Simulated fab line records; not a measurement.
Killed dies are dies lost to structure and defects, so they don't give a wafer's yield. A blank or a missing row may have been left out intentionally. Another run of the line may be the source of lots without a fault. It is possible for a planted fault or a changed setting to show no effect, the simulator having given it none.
The tool behind it: which one?    flow n5-finfet    Sampling: 10 lots, 30 wafers, 6 of 1938 route steps

## WHAT THE GAUGES READ, wafer by wafer
N5_SD_EPI_N_OVL_MEAS_10.
lot   measured     on          SD_N_BLK_OVL (nm)
L276  day 3 13:21  overlay-01  1.1 1.4 2.2
L277  day 3 17:49  overlay-02  0.0 -0.1 -0.3
L281  day 4 19:56  overlay-01  1.0 0.7 1.0
L282  day 4 23:20  overlay-01  1.0 0.7 -0.3
L283  day 5 05:33  overlay-01  0.2 0.6 0.0
L288  day 6 10:49  overlay-02  -0.4 0.2 0.5
L291  day 7 07:48  overlay-02  0.5 0.7 0.4
L295  day 8 06:24  overlay-01  1.3 0.4 1.0
L296  day 8 13:01  overlay-02  -0.6 0.5 0.0
L297  day 8 19:32  overlay-01  -1.1 -0.1 -1.1

N5_SD_EPI_N_INSPECT_26: inspects for defects (darkfield).
lot   measured     on                 raw-defect-count
L276  day 3 17:21  defect-inspect-02  146 155 129
L277  day 3 22:10  defect-inspect-01  147 135 179
L281  day 5 00:43  defect-inspect-02  238 226 218
L282  day 5 03:34  defect-inspect-02  233 213 235
L283  day 5 09:36  defect-inspect-02  183 227 233
L288  day 6 14:50  defect-inspect-01  273 226 254
L291  day 7 11:50  defect-inspect-02  152 166 185
L295  day 8 10:40  defect-inspect-01  213 257 189
L296  day 8 17:06  defect-inspect-02  164 180 185
L297  day 8 23:48  defect-inspect-02  207 259 160

N5_SD_ACTIVATION_RS_MEAS_03: measures by four-point-probe.
lot   measured     on             RS_SD_N (ohm/sq)   RS_SD_P (ohm/sq)
L276  day 3 22:00  film-metro-02  22.06 21.97 21.95  56.6 56.3 56.7
L277  day 4 02:56  film-metro-02  21.64 21.61 21.28  53.7 54.9 54.6
L281  day 5 05:16  film-metro-02  21.74 21.71 21.62  56.8 57.7 57.5
L282  day 5 08:15  film-metro-01  21.62 21.90 21.77  55.9 55.8 56.4
L283  day 5 14:10  film-metro-02  22.18 21.97 22.28  55.5 55.6 55.5
L288  day 6 19:35  film-metro-01  22.45 21.95 22.16  54.9 55.6 55.7
L291  day 7 16:32  film-metro-02  21.74 22.12 20.67  54.8 54.9 55.0
L295  day 8 18:10  film-metro-02  21.94 21.43 21.66  56.5 57.2 56.1
L296  day 8 21:46  film-metro-01  21.59 21.56 21.70  55.8 55.8 55.6
L297  day 9 04:53  film-metro-02  22.12 22.26 22.15  55.5 55.1 55.5

N5_BEOL_M4_RC_MEAS_101.
lot   measured      on         DIBL_N (mV/V)   DIBL_P (mV/V)  IOFF_N (nA/um)  IOFF_P (nA/um)  ION_N (uA/um)  ION_P (uA/um)  RS_SD_N (ohm/sq)  SS_N (mV/dec)   SS_P (mV/dec)   VT_N (mV)    VT_P (mV)
L276  day 12 02:29  prober-01  36.3 33.2 36.7  33 30 35       0.14 0.10 0.14  0.18 0.15 0.21  650 672 682    449 459 470    28.7 28.7 28.9    71.9 71.6 72.0  72.9 72.3 73.0  254 255 253  -250 -253 -250
L277  day 11 20:04  prober-01  39.1 38.2 36.7  42 40 39       0.22 0.20 0.19  0.29 0.26 0.26  686 679 695    468 465 481    28.1 28.0 27.8    72.3 72.0 71.3  74.4 73.7 73.7  246 248 244  -246 -246 -246
L281  day 13 23:03  prober-02  37.8 42.2 36.9  38 44 37       0.18 0.31 0.17  0.23 0.34 0.22  684 692 694    470 471 468    28.3 28.3 28.3    72.6 73.7 71.5  73.9 76.2 73.5  251 243 246  -250 -247 -250
L282  day 12 22:52  prober-02  34.9 36.0 34.8  34 36 33       0.12 0.14 0.12  0.15 0.19 0.15  652 668 645    444 456 439    28.1 28.7 28.2    70.7 71.9 70.9  71.9 73.5 72.9  253 251 254  -255 -255 -257
L283  day 14 01:37  prober-01  31.5 30.9 30.0  30 30 29       0.09 0.09 0.09  0.14 0.14 0.13  645 657 653    446 456 455    28.4 28.4 28.9    70.8 69.4 69.6  72.5 71.8 71.3  257 254 256  -254 -252 -255
L288  day 15 11:49  prober-02  36.9 38.7 39.8  34 37 37       0.16 0.19 0.22  0.20 0.24 0.24  689 693 688    470 472 465    29.4 28.3 29.1    70.9 71.8 71.8  72.9 74.2 73.6  249 243 243  -247 -245 -247
L291  day 15 19:12  prober-01  34.4 35.0 35.4  36 37 37       0.14 0.14 0.15  0.16 0.19 0.19  672 678 677    458 466 465    28.6 28.9 27.2    71.9 72.0 72.3  72.9 73.1 73.5  251 254 250  -255 -256 -253
L295  day 17 04:50  prober-02  40.9 40.3 39.2  44 43 41       0.28 0.30 0.26  0.38 0.36 0.31  686 695 685    469 472 464    28.3 27.9 28.0    73.0 72.4 72.8  75.4 74.8 75.0  241 239 243  -241 -240 -243
L296  day 16 04:26  prober-02  39.9 36.0 35.4  39 34 33       0.22 0.14 0.13  0.24 0.17 0.17  707 661 670    474 450 460    27.9 28.2 28.4    72.3 70.8 70.4  74.2 73.0 72.0  244 250 251  -250 -252 -248
L297  day 17 10:15  prober-01  37.5 40.1 37.4  39 42 38       0.20 0.24 0.19  0.25 0.29 0.24  683 679 681    463 461 466    29.0 28.9 28.9    72.7 72.7 72.0  73.3 74.2 73.7  246 246 247  -248 -248 -247

## TOOL THAT RAN EACH LOT (tool first, then ch and the chambers of the sampled wafers, then the start)
lot   N5_SPACER0_ALD_08                 N5_SD_EPI_N_EPI_21
L276  ald-sin-02 ch 1,2, day 3 12:46    epi-rpcvd-03 ch 0, day 3 15:22
L277  ald-sin-02 ch 1,2, day 3 17:14    epi-rpcvd-04 ch 0, day 3 20:10
L281  ald-sin-01 ch 1,2,3, day 4 19:20  epi-rpcvd-02 ch 0, day 4 22:14
L282  ald-sin-03 ch 0,2, day 4 22:53    epi-rpcvd-04 ch 0, day 5 01:38
L283  ald-sin-03 ch 2,3, day 5 04:58    epi-rpcvd-03 ch 0, day 5 07:34
L288  ald-sin-02 ch 0,1,3, day 6 10:14  epi-rpcvd-02 ch 0, day 6 12:50
L291  ald-sin-03 ch 1,2,3, day 7 07:13  epi-rpcvd-03 ch 0, day 7 10:05
L295  ald-sin-03 ch 1,2, day 8 05:56    epi-rpcvd-04 ch 0, day 8 08:17
L296  ald-sin-01 ch 0,1,2, day 8 12:34  epi-rpcvd-04 ch 0, day 8 14:49
L297  ald-sin-01 ch 0,1, day 8 18:57    epi-rpcvd-02 ch 0, day 8 22:06
- N5_SPACER0_ALD_08: deposits SiNx, target thk 2 nm.
- N5_SD_EPI_N_EPI_21: deposits Si:P, time 690 s.

## AS READ BY THE TOOLS THEMSELVES (means over the sampled wafers that have a number; for cases with no such wafer, the mark the record gives instead)
N5_SPACER0_ALD_08.
lot   tool        heater-power-w (W)  susceptor-temp-C (C)
L276  ald-sin-02  788                 400.02
L277  ald-sin-02  794                 399.95
L281  ald-sin-01  879                 400.22
L282  ald-sin-03  929                 400.12
L283  ald-sin-03  865                 399.77
L288  ald-sin-02  726                 400.14
L291  ald-sin-03  879                 399.84
L295  ald-sin-03  878                 400.18
L296  ald-sin-01  842                 399.99
L297  ald-sin-01  849                 400.26

N5_SD_EPI_N_EPI_21.
lot   tool          susceptor-temp-C (C)
L276  epi-rpcvd-03  679.9
L277  epi-rpcvd-04  680.1
L281  epi-rpcvd-02  680.5
L282  epi-rpcvd-04  679.9
L283  epi-rpcvd-03  679.7
L288  epi-rpcvd-02  679.8
L291  epi-rpcvd-03  679.5
L295  epi-rpcvd-04  680.1
L296  epi-rpcvd-04  679.7
L297  epi-rpcvd-02  679.5

## THE ANSWER, worked out from the rows above alone
Rule: the usual values come from the lots themselves. Put in order of their means at a reading, lots are off if they are a third of the lots or fewer, leave a main group of 4 or more, and stand apart from it by a gap of 3 or more times the standard deviation of the main group's means; of several such gaps the widest counts. A main group whose means are all the same, to the digits that the tables above print for the reading, isn't used. Also off: a lot with no number at a reading for which 4 or more lots have one. The other lots that the step has rows for count as sound. First the gauges in route order, then the tools' own readings, where a lot's mean is used as printed above. The first step at which some lot is off is used, and at that step the reading that is off furthest; a lot without a number counts as furthest.
Nothing can be told from this: no lot is off at any reading shown.

## WHAT THE SIMULATOR PUT IN
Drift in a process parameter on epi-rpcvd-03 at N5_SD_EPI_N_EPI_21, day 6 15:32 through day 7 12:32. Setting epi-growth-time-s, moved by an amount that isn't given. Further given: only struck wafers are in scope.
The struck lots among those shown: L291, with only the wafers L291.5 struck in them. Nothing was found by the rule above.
